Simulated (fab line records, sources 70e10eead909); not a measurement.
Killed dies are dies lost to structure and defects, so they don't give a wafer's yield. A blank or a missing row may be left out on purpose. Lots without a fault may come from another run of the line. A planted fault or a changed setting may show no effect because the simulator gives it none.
fab line records | flow nand_harc
record lots=24 wafers=72 last_day=35
route steps=1302 shown A_CHANNEL_FILL_D2@637 A_STAIRCASE@653
lots that met no fault: from a run of the same line without faults
start_h: hours from the record's first day to the start of the lot's first wafer shown | wait_h: hours since the lot's step before | " the same as in the row above | L1.1+2: a row that stands for several wafers | - no value, or no start given | * or withheld: withheld | < > ~ a bound
route shown NAME@n: a module of which the file shows steps, and the number in the route of the first | usual: mean/standard deviation of fault-free wafers | same: alike in all rows | chamber/n: place in a boat | sites: the reading at each site | _std_site: their standard deviation | _edge_site: outer sites' mean less inner sites' | radius_mm: how far each site lies from the wafer's centre | mask NAME#n: copy n | behind: the tool/chamber that last shaped the wafer | hold: why the lot was held/for how many hours/how that ended | device: the transistor (n, p or np) that didn't switch | end of line: the same wafers' tests at the end of the route | a step without rows: its recipe alone | killed: dies lost to structure and defects at the first sort, not the wafer's yield | map: a wafer's dies, x killed, . not, _ none there
set.NAME: the setting as run; set.NAME@STEP: as run at that earlier step | model.NAME: the simulator's own value behind a step, which no gauge read
steps of the route over a sample of lots; a table a step, a row a wafer
services: from which hour (start_h, from the record's first day; less than 0 if before it) a tool's chamber was out of use, for how many hours, and why
## steps
# step NHARC_A_CHANNEL_FILL_D2_RTA_24
# recipe temp_c=1000 time_s=5
# usual lamp_power_pct=27.7/1.1 lamp_zone_1_pct=27.7/1.1 lamp_zone_2_pct=27.7/1.1 wafer_temp_C_max=1006.6/1.4
# columns lot.wafer tool chamber start_h wait_h lamp_power_pct lamp_zone_1_pct lamp_zone_2_pct wafer_temp_C_max
L074.2 rtp_anneal-02 0 347.75 0.1 26.8 26.9 26.9 1006.8
L074.5 " 0 " " 26.9 26.9 26.9 1005.3
L074.6 " 0 " " 26.8 26.9 26.9 1007.8
L075.3 rtp_anneal-02 0 347.95 0.3 26.8 26.9 26.9 1007.4
L075.4 " 0 " " 26.9 26.9 26.9 1006.4
L075.6 " 0 " " 26.9 26.9 26.9 1006.2
L076.2 rtp_anneal-02 0 372.92 0.1 26.9 26.8 26.9 1007.7
L076.4 " 0 " " 26.9 26.9 26.9 1007.3
L076.5 " 0 " " 26.9 26.9 26.9 1005.8
L077.1 rtp_anneal-02 0 373.07 0.2 26.9 26.9 26.9 1007.8
L077.2 " 0 " " 26.9 26.9 26.9 1004.9
L077.3 " 0 " " 26.9 26.9 26.9 1010.1
L078.1 rtp_anneal-02 0 381.21 0.4 26.9 26.9 26.9 1005.9
L078.2 " 0 " " 26.8 26.9 26.8 1006.9
L078.3 " 0 " " 26.8 26.8 26.8 1007.6
L081.1 rtp_anneal-01 0 411.85 0.0 29.1 29.0 29.0 1004.8
L081.4 " 0 " " 29.0 29.0 29.0 1005.9
L081.5 " 0 " " 29.0 29.0 29.0 1006.5
L080.1 rtp_anneal-02 0 411.85 0.0 26.9 26.9 26.9 1008.1
L080.2 " 0 " " 26.9 26.9 26.9 1006.7
L080.5 " 0 " " 26.9 26.9 26.9 1008.1
L079.2 rtp_anneal-01 0 418.39 0.1 29.0 29.1 29.0 1009.2
L079.4 " 0 " " 29.1 29.1 29.1 1006.4
L079.5 " 0 " " 29.0 29.1 29.1 1003.5
L082.1 rtp_anneal-01 0 444.48 0.0 29.0 29.0 29.0 1006.3
L082.2 " 0 " " 29.0 29.0 29.1 1006.1
L082.6 " 0 " " 29.0 29.0 29.0 1006.8
L083.2 rtp_anneal-01 0 444.67 0.2 29.0 29.1 29.0 1005.9
L083.5 " 0 " " 29.1 29.0 29.0 1005.0
L083.6 " 0 " " 29.0 29.0 29.0 1007.2
L084.2 rtp_anneal-01 0 455.25 0.1 29.1 29.0 29.0 1009.2
L084.4 " 0 " " 29.1 29.0 29.0 1005.3
L084.6 " 0 " " 29.1 29.1 29.1 1006.4
L085.3 rtp_anneal-02 0 455.28 0.1 26.9 26.9 26.8 1005.3
L085.5 " 0 " " 26.9 26.9 26.9 1006.7
L085.6 " 0 " " 26.9 26.9 26.9 1005.2
L086.2 rtp_anneal-02 0 465.62 0.1 26.9 26.9 26.9 1008.0
L086.3 " 0 " " 26.9 26.8 26.9 1006.9
L086.5 " 0 " " 26.9 26.9 26.9 1005.5
L088.1 rtp_anneal-01 0 487.43 0.0 29.0 29.1 29.1 1005.3
L088.2 " 0 " " 29.1 29.0 29.0 1006.4
L088.4 " 0 " " 29.1 29.1 29.1 1005.3
L089.1 rtp_anneal-02 0 487.45 0.1 26.8 26.9 26.8 1008.2
L089.5 " 0 " " 26.9 26.9 26.9 1006.5
L089.6 " 0 " " 26.9 26.8 26.8 1009.1
L087.2 rtp_anneal-01 0 487.63 0.2 29.0 29.0 29.0 1004.7
L087.3 " 0 " " 29.1 29.0 29.0 1006.4
L087.5 " 0 " " 29.0 29.0 28.9 1008.4
L090.2 rtp_anneal-01 0 505.64 0.1 29.1 29.0 29.1 1007.8
L090.3 " 0 " " 29.0 29.1 29.0 1006.3
L090.6 " 0 " " 29.0 29.0 29.1 1004.7
L091.1 rtp_anneal-01 0 517.66 0.0 29.1 29.1 29.0 1006.6
L091.4 " 0 " " 29.0 29.0 29.0 1004.4
L091.5 " 0 " " 29.0 29.1 29.0 1004.8
L093.3 rtp_anneal-02 0 533.88 0.1 26.9 26.9 26.8 1007.5
L093.5 " 0 " " 26.8 26.9 26.9 1007.8
L093.6 " 0 " " 26.9 26.9 26.8 1005.2
L092.1 rtp_anneal-02 0 540.94 0.0 26.8 26.9 26.8 1009.0
L092.3 " 0 " " 26.9 26.9 26.8 1006.0
L092.5 " 0 " " 26.9 26.8 26.8 1004.9
L094.2 rtp_anneal-02 0 548.32 0.1 26.9 26.8 26.9 1005.9
L094.4 " 0 " " 26.8 26.8 26.8 1005.5
L094.5 " 0 " " 26.9 26.9 26.8 1007.0
L095.3 rtp_anneal-02 0 569.69 0.1 26.8 26.9 26.9 1007.9
L095.5 " 0 " " 26.9 26.9 26.9 1007.4
L095.6 " 0 " " 26.9 26.9 26.9 1008.9
L096.2 rtp_anneal-02 0 575.16 0.1 26.8 26.8 26.8 1006.1
L096.3 " 0 " " 26.9 26.8 26.8 1006.5
L096.5 " 0 " " 26.8 26.8 26.8 1008.2
L097.2 rtp_anneal-02 0 583.30 0.1 26.8 26.9 26.9 1005.9
L097.3 " 0 " " 26.9 26.9 26.9 1005.5
L097.4 " 0 " " 26.9 26.9 26.9 1006.0
# step NHARC_A_STAIRCASE_STRIP_171
# recipe power_w=1500 temp_c=250 chemistry=O2
# usual drypump_motor_current_A=5.3/0.49 heater_power_w=343/15
# columns lot.wafer tool chamber start_h wait_h drypump_motor_current_A heater_power_w rf_hours_counter_h
L074.2 plasma_asher-02 0 349.34 - 4.8 346 22
L074.6 " 1 " " 5.2 342 -
L074.5 " 0 " " 4.8 347 -
L075.3 plasma_asher-02 0 351.11 - 4.8 360 -
L075.4 " 1 " " 5.2 352 -
L075.6 " 0 " " 4.8 350 -
L076.2 plasma_asher-01 0 374.38 - 5.7 342 4
L076.4 " 0 " " 5.7 334 -
L076.5 " 0 " " 5.7 336 -
L077.2 plasma_asher-02 0 374.63 - 4.8 356 26
L077.1 " 1 " " 5.2 358 26
L077.3 " 0 " " 4.8 350 -
L078.2 plasma_asher-02 1 382.65 - 5.2 343 28
L078.1 " 0 " " 4.7 354 28
L078.3 " 0 " " 4.8 358 -
L081.1 plasma_asher-02 0 413.36 - 4.8 348 35
L081.4 " 0 " " 4.7 349 -
L081.5 " 0 " " 4.8 352 -
L080.2 plasma_asher-01 1 413.47 - 6.1 378 11
L080.1 " 0 " " 5.7 333 11
L080.5 " 1 " " 6.2 372 -
L079.2 plasma_asher-01 0 420.03 - 5.7 332 13
L079.4 " 1 " " 6.2 369 -
L079.5 " 1 " " 6.2 373 -
L082.1 plasma_asher-01 0 446.06 - 5.7 334 17
L082.2 " 1 " " 6.2 374 17
L082.6 " 0 " " 5.7 334 -
L083.2 plasma_asher-02 1 446.23 - 5.2 334 1
L083.6 " 1 " " 5.2 337 -
L083.5 " 0 " " 4.8 339 -
L084.2 plasma_asher-02 1 456.87 - 5.2 340 4
L084.4 " 1 " " 5.2 339 -
L084.6 " 1 " " 5.2 337 -
L085.3 plasma_asher-01 1 456.91 - 6.2 379 -
L085.5 " 0 " " 5.7 328 -
L085.6 " 1 " " 6.2 369 -
L086.2 plasma_asher-02 0 467.23 - 4.8 341 7
L086.3 " 1 " " 5.2 338 -
L086.5 " 1 " " 5.2 331 -
L088.1 plasma_asher-02 1 489.46 - 5.2 335 11
L088.2 " 0 " " 4.8 329 11
L088.4 " 1 " " 5.2 341 -
L087.2 plasma_asher-02 0 489.74 - 4.8 334 11
L087.3 " 1 " " 5.2 341 -
L087.5 " 1 " " 5.2 333 -
L089.1 plasma_asher-02 0 492.55 - 4.7 326 11
L089.5 " 1 " " 5.2 333 -
L089.6 " 0 " " 4.8 337 -
L090.2 plasma_asher-01 0 507.24 - 5.7 337 32
L090.3 " 1 " " 6.2 374 -
L090.6 " 1 " " 6.2 372 -
L091.1 plasma_asher-02 1 519.28 - 5.2 333 16
L091.4 " 1 " " 5.2 338 -
L091.5 " 0 " " 4.8 333 -
L093.3 plasma_asher-02 1 535.68 - 5.2 334 -
L093.6 " 0 " " 4.8 336 -
L093.5 " 1 " " 5.2 338 -
L092.1 plasma_asher-01 0 542.48 - 5.7 323 2
L092.3 " 0 " " 5.8 322 -
L092.5 " 0 " " 5.7 322 -
L094.2 plasma_asher-02 0 549.83 - 4.8 325 24
L094.4 " 0 " " 4.8 333 -
L094.5 " 1 " " 5.2 338 -
L095.3 plasma_asher-02 0 571.34 - 4.8 338 -
L095.6 " 1 " " 5.2 352 -
L095.5 " 0 " " 4.8 328 -
L096.2 plasma_asher-02 1 576.69 - 5.2 338 29
L096.3 " 1 " " 5.2 335 -
L096.5 " 1 " " 5.2 337 -
L097.2 plasma_asher-02 1 584.90 - 5.2 337 31
L097.4 " 0 " " 4.8 330 -
L097.3 " 1 " " 5.2 337 -
# step NHARC_A_STAIRCASE_ETCH_197
# recipe target_depth_a=1000 time_s=40.5 ion_energy_ev=400 c4f8_flow_sccm=20 o2_flow_sccm=10 ar_flow_sccm=withheld rf_w=600 bias_w=1000 chemistry=C4F8/O2
# usual oes_product_au=0.950/0.018 rf_fwd_power_W=591/3.1 rf_vpp_V=895/5.2
# columns lot.wafer tool chamber start_h wait_h oes_product_au rf_fwd_power_W rf_hours_counter_h rf_vpp_V
L074.2 rie_diel-05 1 - - 0.937 594 38 899
L074.6 " 0 " " 0.943 589 - 889
L074.5 " 1 " " 0.951 596 - 900
L075.4 rie_diel-01 0 - - 0.955 593 43 887
L075.3 " 2 " " 0.977 593 47 894
L075.6 " 0 " " 0.960 590 - 890
L076.4 rie_diel-01 1 - - 0.966 594 52 895
L076.2 " 0 " " 0.953 591 49 888
L076.5 " 2 " " 0.977 593 - 893
L077.1 rie_diel-04 0 - - 0.952 591 5 894
L077.2 " 1 " " 0.946 586 5 894
L077.3 " 2 " " 0.944 590 7 897
L078.1 rie_diel-05 2 - - 0.939 590 58 888
L078.2 " 3 " " 0.947 591 56 899
L078.3 " 0 " " 0.946 583 47 889
L081.4 rie_diel-05 2 - - 0.968 591 1 886
L081.1 " 1 " " 0.952 594 1 900
L081.5 " 2 " " 0.976 590 - 886
L080.2 rie_diel-04 1 - - 0.974 584 19 893
L080.1 " 2 " " 0.984 595 19 898
L080.5 " 1 " " 0.986 587 - 891
L079.2 rie_diel-05 0 - - 0.945 587 3 889
L079.4 " 1 " " 0.933 594 3 900
L079.5 " 1 " " 0.938 595 - 898
L082.2 rie_diel-04 0 - - 0.948 594 34 892
L082.1 " 1 " " 0.980 587 33 892
L082.6 " 3 " " 0.941 591 - 904
L083.2 rie_diel-01 1 - - 0.960 592 14 896
L083.5 " 3 " " 0.956 592 - 895
L083.6 " 0 " " 0.943 588 - 888
L085.3 rie_diel-01 2 - - 0.954 591 16 894
L085.6 " 0 " " 0.939 591 - 887
L085.5 " 1 " " 0.957 594 - 896
L084.2 rie_diel-05 0 - - 0.960 588 19 889
L084.4 " 3 " " 0.933 591 17 900
L084.6 " 0 " " 0.963 589 - 890
L086.3 rie_diel-04 3 - - 0.926 592 39 906
L086.2 " 1 " " 0.937 587 39 893
L086.5 " 3 " " 0.929 590 - 904
L088.4 rie_diel-05 1 - - 0.947 593 28 898
L088.1 " 3 " " 0.969 593 30 899
L088.2 " 0 " " 0.973 584 31 887
L087.3 rie_diel-04 0 - - 0.926 593 49 894
L087.2 " 2 " " 0.954 593 43 896
L087.5 " 3 " " 0.913 590 - 905
L089.1 rie_diel-05 3 - - 0.926 593 31 897
L089.5 " 3 " " 0.936 592 - 899
L089.6 " 0 " " 0.941 585 - 888
L090.2 rie_diel-04 2 - - 0.935 594 46 898
L090.3 " 3 " " 0.906 596 50 903
L090.6 " 2 " " 0.937 593 - 897
L091.4 rie_diel-04 2 - - 0.992 592 49 898
L091.1 " 0 " " 0.962 589 55 893
L091.5 " 2 " " 0.983 591 - 897
L093.3 rie_diel-05 1 - - 0.933 593 48 897
L093.5 " 1 " " 0.943 593 - 898
L093.6 " 2 " " 0.949 591 - 885
L092.1 rie_diel-04 3 - - 0.970 593 1 906
L092.3 " 1 " " 0.972 589 1 892
L092.5 " 0 " " 0.986 594 - 892
L094.2 rie_diel-04 2 - - 0.934 593 4 899
L094.4 " 3 " " 0.928 595 4 906
L094.5 " 1 " " 0.940 587 - 891
L095.3 rie_diel-01 3 - - 0.953 592 5 893
L095.6 " 1 " " 0.941 597 - 896
L095.5 " 2 " " 0.928 595 - 894
L096.3 rie_diel-05 3 - - 0.934 594 65 897
L096.2 " 2 " " 0.953 590 62 887
L096.5 " 0 " " 0.961 586 - 889
L097.2 rie_diel-01 3 - - 0.957 594 10 892
L097.3 " 2 " " 0.935 596 14 892
L097.4 " 3 " " 0.959 594 - 894
# step NHARC_A_STAIRCASE_DESCUM_219
# recipe time_s=3 o2_flow_sccm=200 ar_flow_sccm=0 bias_power_w=0 chemistry=O2
# usual drypump_motor_current_A=5.9/0.53 oes_product_au=1.000/0.011 rf_vpp_V=57.7/0.83 showerhead_plenum_p_Torr=1.90/0.078 throttle_valve_pct=11.311/0.0094
# columns lot.wafer tool chamber start_h wait_h drypump_motor_current_A oes_product_au rf_hours_counter_h rf_vpp_V showerhead_plenum_p_Torr throttle_valve_pct
L074.2 rie_diel-01 0 360.15 - 6.7 0.984 44 57.5 1.80 11.309
L074.6 " 3 " " 6.3 1.010 - 58.2 1.89 11.327
L074.5 " 0 " " 6.7 0.992 - 58.0 1.80 11.322
L075.3 rie_diel-01 1 360.38 - 6.1 0.995 48 56.2 1.90 11.316
L075.4 " 3 " " 6.3 1.007 44 57.1 1.89 11.297
L075.6 " 2 " " 6.2 1.001 - 57.8 1.88 11.304
L076.2 rie_diel-04 0 383.60 - 5.5 0.998 5 58.6 1.88 11.306
L076.4 " 3 " " 6.6 0.983 7 58.1 2.07 11.308
L076.5 " 1 " " 5.6 1.003 - 58.7 1.86 11.326
L077.1 rie_diel-04 1 384.97 - 5.6 1.001 6 57.3 1.86 11.315
L077.3 " 3 " " 6.5 0.975 7 57.5 2.07 11.309
L077.2 " 0 " " 5.4 0.985 6 57.2 1.88 11.306
L078.2 rie_diel-01 1 392.49 - 6.1 1.006 0 57.6 1.90 11.313
L078.3 " 3 " " 6.3 1.001 0 57.6 1.89 11.322
L078.1 " 0 " " 6.7 0.995 0 57.8 1.80 11.301
L081.4 rie_diel-04 0 423.08 - 5.5 0.996 20 58.2 1.87 11.312
L081.1 " 2 " " 5.2 0.999 19 58.4 1.94 11.309
L081.5 " 0 " " 5.5 0.985 - 57.1 1.88 11.300
L080.2 rie_diel-01 0 423.63 - 6.6 0.997 9 58.0 1.80 11.307
L080.1 " 3 " " 6.3 1.005 9 56.5 1.89 11.303
L080.5 " 0 " " 6.6 0.999 - 57.0 1.80 11.316
L079.2 rie_diel-01 3 429.43 - 6.3 1.003 10 58.0 1.89 11.306
L079.4 " 1 " " 6.1 1.014 8 58.6 1.90 11.300
L079.5 " 3 " " 6.3 1.010 - 57.7 1.89 11.307
L082.2 rie_diel-01 1 456.10 - 6.1 0.993 14 59.1 1.89 11.317
L082.1 " 3 " " 6.3 1.019 15 58.3 1.89 11.295
L082.6 " 2 " " 6.2 1.012 - 57.7 1.88 11.329
L083.2 rie_diel-04 1 456.35 - 5.6 1.002 34 58.0 1.86 11.303
L083.6 " 2 " " 5.2 1.007 - 58.8 1.94 11.305
L083.5 " 3 " " 6.6 0.971 - 57.7 2.07 11.300
L084.2 rie_diel-05 3 466.32 - 5.2 0.985 18 58.4 1.96 11.330
L084.4 " 0 " " 5.9 1.011 19 57.2 1.80 11.308
L084.6 " 2 " " 5.7 1.006 - 56.8 1.77 11.305
L085.3 rie_diel-04 3 466.43 - 6.6 0.974 38 59.0 2.06 11.312
L085.5 " 2 " " 5.2 1.008 - 56.8 1.94 11.299
L085.6 " 3 " " 6.6 0.972 - 58.0 2.06 11.302
L086.3 rie_diel-05 0 476.62 - 6.0 1.008 22 56.6 1.80 11.310
L086.2 " 2 " " 5.7 1.011 20 56.0 1.77 11.295
L086.5 " 1 " " 4.9 1.002 - 57.5 1.95 11.304
L088.2 rie_diel-04 0 499.08 - 5.5 1.003 49 57.2 1.87 11.309
L088.1 " 1 " " 5.6 1.015 45 59.2 1.85 11.314
L088.4 " 2 " " 5.2 1.009 44 57.3 1.94 11.313
L087.2 rie_diel-01 1 499.64 - 6.0 1.004 26 57.9 1.89 11.309
L087.3 " 3 " " 6.3 1.017 30 56.4 1.88 11.325
L087.5 " 0 " " 6.7 1.004 - 58.5 1.79 11.310
L089.1 rie_diel-01 1 501.66 - 6.1 1.006 26 55.8 1.89 11.322
L089.6 " 2 " " 6.2 0.990 - 58.8 1.87 11.330
L089.5 " 3 " " 6.3 0.986 - 59.2 1.88 11.326
L090.3 rie_diel-01 2 516.79 - 6.2 0.998 30 56.4 1.87 11.320
L090.2 " 3 " " 6.3 1.005 34 57.9 1.88 11.325
L090.6 " 2 " " 6.2 0.995 - 57.8 1.87 11.302
L091.4 rie_diel-04 2 529.15 - 5.2 1.019 51 56.9 1.93 11.311
L091.1 " 3 " " 6.6 0.988 54 56.9 2.06 11.306
L091.5 " 1 " " 5.6 1.005 - 57.2 1.85 11.303
L093.3 rie_diel-04 2 547.23 - 5.2 1.014 1 58.8 1.93 11.331
L093.6 " 2 " " 5.2 1.011 - 58.0 1.93 11.311
L093.5 " 3 " " 6.6 0.994 - 59.5 2.06 11.302
L092.1 rie_diel-04 0 551.72 - 5.5 1.002 1 58.8 1.86 11.320
L092.3 " 1 " " 5.6 1.002 2 57.7 1.85 11.310
L092.5 " 3 " " 6.5 0.987 - 58.2 2.06 11.322
L094.2 rie_diel-05 1 559.76 - 4.9 0.978 51 57.6 1.94 11.306
L094.4 " 0 " " 6.0 1.003 52 56.7 1.79 11.298
L094.5 " 1 " " 4.9 0.990 - 58.0 1.94 11.304
L095.3 rie_diel-01 2 582.79 - 6.1 0.989 8 57.1 1.87 11.305
L095.5 " 3 " " 6.4 1.015 - 57.5 1.88 11.300
L095.6 " 0 " " 6.7 1.000 - 57.9 1.78 11.313
L096.3 rie_diel-04 1 585.54 - 5.6 1.023 11 57.1 1.85 11.307
L096.2 " 2 " " 5.2 1.022 14 57.6 1.93 11.325
L096.5 " 2 " " 5.3 1.016 - 55.8 1.93 11.321
L097.3 rie_diel-05 2 596.11 - 5.7 1.002 1 57.6 2.08 11.309
L097.2 " 3 " " 5.2 0.998 1 57.1 1.94 11.317
L097.4 " 0 " " 6.0 0.993 1 57.8 1.79 11.322
# step NHARC_A_STAIRCASE_ETCH_225
# recipe target_depth_a=1000 time_s=40.5 ion_energy_ev=400 c4f8_flow_sccm=20 o2_flow_sccm=10 ar_flow_sccm=withheld rf_w=600 bias_w=1000 chemistry=C4F8/O2
# usual oes_product_au=0.943/0.012 rf_fwd_power_W=592/3.1 rf_vpp_V=895/4.8
# columns lot.wafer tool chamber start_h wait_h oes_product_au rf_fwd_power_W rf_hours_counter_h rf_vpp_V
L074.2 rie_diel-01 3 - - 0.943 595 44 894
L074.5 " 1 " " 0.919 591 - 895
L074.6 " 2 " " 0.930 592 - 894
L075.3 rie_diel-01 1 - - 0.942 593 48 895
L075.4 " 0 " " 0.926 588 44 888
L075.6 " 1 " " 0.933 593 - 895
L076.2 rie_diel-04 1 - - 0.939 584 6 893
L076.4 " 3 " " 0.916 592 7 906
L076.5 " 0 " " 0.947 593 - 894
L077.2 rie_diel-04 0 - - 0.938 593 7 893
L077.1 " 2 " " 0.944 591 8 897
L077.3 " 3 " " 0.907 594 9 907
L078.2 rie_diel-01 1 - - 0.959 594 0 895
L078.3 " 2 " " 0.940 595 0 894
L078.1 " 3 " " 0.950 592 0 893
L081.4 rie_diel-04 3 - - 0.927 594 20 906
L081.1 " 1 " " 0.948 586 20 892
L081.5 " 0 " " 0.934 587 - 893
L080.1 rie_diel-01 1 - - 0.946 590 8 893
L080.2 " 2 " " 0.931 596 6 893
L080.5 " 0 " " 0.955 590 - 889
L079.2 rie_diel-01 1 - - 0.966 594 8 895
L079.4 " 0 " " 0.950 589 11 889
L079.5 " 2 " " 0.947 597 - 895
L082.1 rie_diel-01 3 - - 0.953 593 16 895
L082.2 " 1 " " 0.960 593 14 895
L082.6 " 0 " " 0.953 588 - 888
L083.2 rie_diel-04 0 - - 0.947 591 35 893
L083.6 " 1 " " 0.954 590 - 894
L083.5 " 2 " " 0.950 591 - 898
L085.3 rie_diel-04 3 - - 0.905 592 38 906
L085.5 " 1 " " 0.943 586 - 893
L085.6 " 2 " " 0.939 593 - 897
L084.4 rie_diel-05 0 - - 0.954 586 19 890
L084.2 " 3 " " 0.920 593 18 898
L084.6 " 0 " " 0.951 586 - 889
L086.2 rie_diel-05 3 - - 0.934 593 22 900
L086.3 " 1 " " 0.928 592 21 898
L086.5 " 3 " " 0.938 591 - 898
L088.2 rie_diel-04 1 - - 0.958 592 45 892
L088.4 " 2 " " 0.949 595 44 898
L088.1 " 0 " " 0.938 592 49 893
L087.2 rie_diel-01 1 - - 0.961 593 26 894
L087.3 " 2 " " 0.939 591 26 893
L087.5 " 3 " " 0.942 593 - 892
L089.1 rie_diel-01 3 - - 0.954 588 31 894
L089.5 " 3 " " 0.946 588 - 894
L089.6 " 0 " " 0.957 591 - 888
L090.2 rie_diel-01 3 - - 0.950 591 34 892
L090.3 " 0 " " 0.952 591 34 890
L090.6 " 0 " " 0.955 591 - 888
L091.4 rie_diel-04 3 - - 0.926 593 55 904
L091.1 " 0 " " 0.928 594 57 894
L091.5 " 2 " " 0.946 591 - 899
L093.3 rie_diel-04 2 - - 0.951 591 1 898
L093.5 " 3 " " 0.919 593 - 906
L093.6 " 0 " " 0.947 596 - 893
L092.3 rie_diel-04 2 - - 0.946 590 3 897
L092.1 " 0 " " 0.950 594 2 894
L092.5 " 1 " " 0.950 586 - 893
L094.2 rie_diel-05 0 - - 0.947 584 52 888
L094.4 " 1 " " 0.920 596 52 898
L094.5 " 3 " " 0.941 594 - 897
L095.3 rie_diel-01 3 - - 0.948 593 6 895
L095.6 " 2 " " 0.925 596 - 894
L095.5 " 3 " " 0.941 592 - 894
L096.3 rie_diel-04 3 - - 0.934 593 16 904
L096.2 " 0 " " 0.933 593 12 892
L096.5 " 0 " " 0.935 595 - 893
L097.2 rie_diel-05 2 - - 0.950 593 1 905
L097.4 " 0 " " 0.921 586 1 889
L097.3 " 1 " " 0.935 592 1 897
# step NHARC_A_STAIRCASE_ETCH_232
# recipe target_depth_a=1000 time_s=40.5 ion_energy_ev=400 c4f8_flow_sccm=20 o2_flow_sccm=10 ar_flow_sccm=withheld rf_w=600 bias_w=1000 chemistry=C4F8/O2
# usual oes_product_au=0.945/0.013 rf_fwd_power_W=591/3.1 rf_vpp_V=894/4.8
# columns lot.wafer tool chamber start_h wait_h oes_product_au rf_fwd_power_W rf_hours_counter_h rf_vpp_V
L074.2 rie_diel-01 2 - - 0.932 595 49 894
L074.5 " 2 " " 0.937 597 - 894
L074.6 " 3 " " 0.947 593 - 895
L075.4 rie_diel-01 0 - - 0.924 588 45 890
L075.3 " 3 " " 0.939 595 45 895
L075.6 " 1 " " 0.927 594 - 897
L076.2 rie_diel-04 3 - - 0.919 592 8 906
L076.4 " 1 " " 0.942 588 6 891
L076.5 " 2 " " 0.944 591 - 900
L077.3 rie_diel-04 1 - - 0.955 586 8 891
L077.2 " 2 " " 0.940 594 9 897
L077.1 " 0 " " 0.957 593 8 895
L078.1 rie_diel-01 0 - - 0.941 587 1 890
L078.2 " 1 " " 0.954 595 1 894
L078.3 " 2 " " 0.957 593 1 894
L081.1 rie_diel-05 3 - - 0.933 592 2 899
L081.4 " 0 " " 0.970 584 2 890
L081.5 " 2 " " 0.936 588 - 887
L080.1 rie_diel-01 0 - - 0.934 591 10 888
L080.2 " 1 " " 0.950 594 8 893
L080.5 " 0 " " 0.945 589 - 887
L079.4 rie_diel-01 1 - - 0.954 592 9 893
L079.2 " 0 " " 0.939 589 11 889
L079.5 " 2 " " 0.956 597 - 894
L082.2 rie_diel-01 3 - - 0.961 594 16 894
L082.1 " 1 " " 0.950 595 15 896
L082.6 " 0 " " 0.936 589 - 889
L083.2 rie_diel-01 3 - - 0.959 595 16 895
L083.5 " 3 " " 0.952 593 - 894
L083.6 " 0 " " 0.951 590 - 889
L085.3 rie_diel-04 2 - - 0.945 589 37 896
L085.6 " 3 " " 0.928 591 - 905
L085.5 " 0 " " 0.933 594 - 893
L084.2 rie_diel-05 3 - - 0.932 592 18 899
L084.4 " 1 " " 0.948 589 18 898
L084.6 " 3 " " 0.940 594 - 900
L086.2 rie_diel-01 2 - - 0.974 596 19 893
L086.3 " 3 " " 0.966 593 22 894
L086.5 " 1 " " 0.976 592 - 895
L088.1 rie_diel-05 0 - - 0.956 586 33 889
L088.2 " 1 " " 0.948 594 29 899
L088.4 " 3 " " 0.957 592 31 897
L087.3 rie_diel-04 0 - - 0.934 590 49 894
L087.2 " 1 " " 0.939 586 45 893
L087.5 " 3 " " 0.913 596 - 905
L089.1 rie_diel-01 1 - - 0.962 593 27 893
L089.6 " 3 " " 0.952 594 - 895
L089.5 " 0 " " 0.938 587 - 887
L090.2 rie_diel-01 2 - - 0.951 592 31 893
L090.3 " 0 " " 0.950 590 - 888
L090.6 " 2 " " 0.934 594 - 893
L091.4 rie_diel-04 1 - - 0.950 586 54 893
L091.1 " 2 " " 0.938 592 52 898
L091.5 " 3 " " 0.918 592 - 904
L093.3 rie_diel-05 1 - - 0.938 588 49 896
L093.5 " 2 " " 0.951 589 - 887
L093.6 " 3 " " 0.939 592 - 898
L092.3 rie_diel-04 1 - - 0.964 587 2 891
L092.1 " 3 " " 0.936 593 2 904
L092.5 " 1 " " 0.957 588 - 891
L094.2 rie_diel-05 0 - - 0.950 586 52 889
L094.4 " 3 " " 0.933 596 56 897
L094.5 " 1 " " 0.943 596 - 897
L095.3 rie_diel-04 1 - - 0.956 587 10 891
L095.6 " 0 " " 0.954 591 - 894
L095.5 " 1 " " 0.974 587 - 890
L096.2 rie_diel-04 0 - - 0.955 594 13 891
L096.3 " 3 " " 0.926 596 17 903
L096.5 " 1 " " 0.947 591 - 892
L097.2 rie_diel-05 0 - - 0.923 585 1 887
L097.3 " 1 " " 0.933 591 2 897
L097.4 " 2 " " 0.944 593 2 906
## services
# columns tool chamber start_h hours kind
rie_diel-05 0 329.47 12.5 repair
rie_diel-04 0 337.39 - clean
rie_diel-04 1 337.39 - clean
rie_diel-04 2 337.39 - clean
rie_diel-04 3 337.39 - clean
plasma_asher-01 - 342.73 9.0 pm
rie_diel-04 - 356.38 9.0 pm
rtp_anneal-01 - 372.00 12.0 pm
rie_diel-01 - 382.01 9.0 pm
plasma_asher-01 - 382.05 1.6 repair
rie_diel-05 1 404.34 10.2 repair
rie_diel-05 - 407.70 9.0 pm
rie_diel-01 2 418.37 5.0 repair
plasma_asher-02 - 426.08 9.0 pm
rie_diel-01 3 432.83 5.4 repair
rie_diel-01 3 518.23 14.8 repair
plasma_asher-01 - 519.73 9.0 pm
rie_diel-04 - 533.38 9.0 pm
rie_diel-01 1 541.13 11.0 repair
rie_diel-05 0 541.14 4.4 repair
rie_diel-01 - 559.01 9.0 pm
rie_diel-05 0 571.25 7.7 repair
rie_diel-05 - 584.74 9.0 pm
rie_diel-04 2 591.69 4.0 repair
## key
fault none
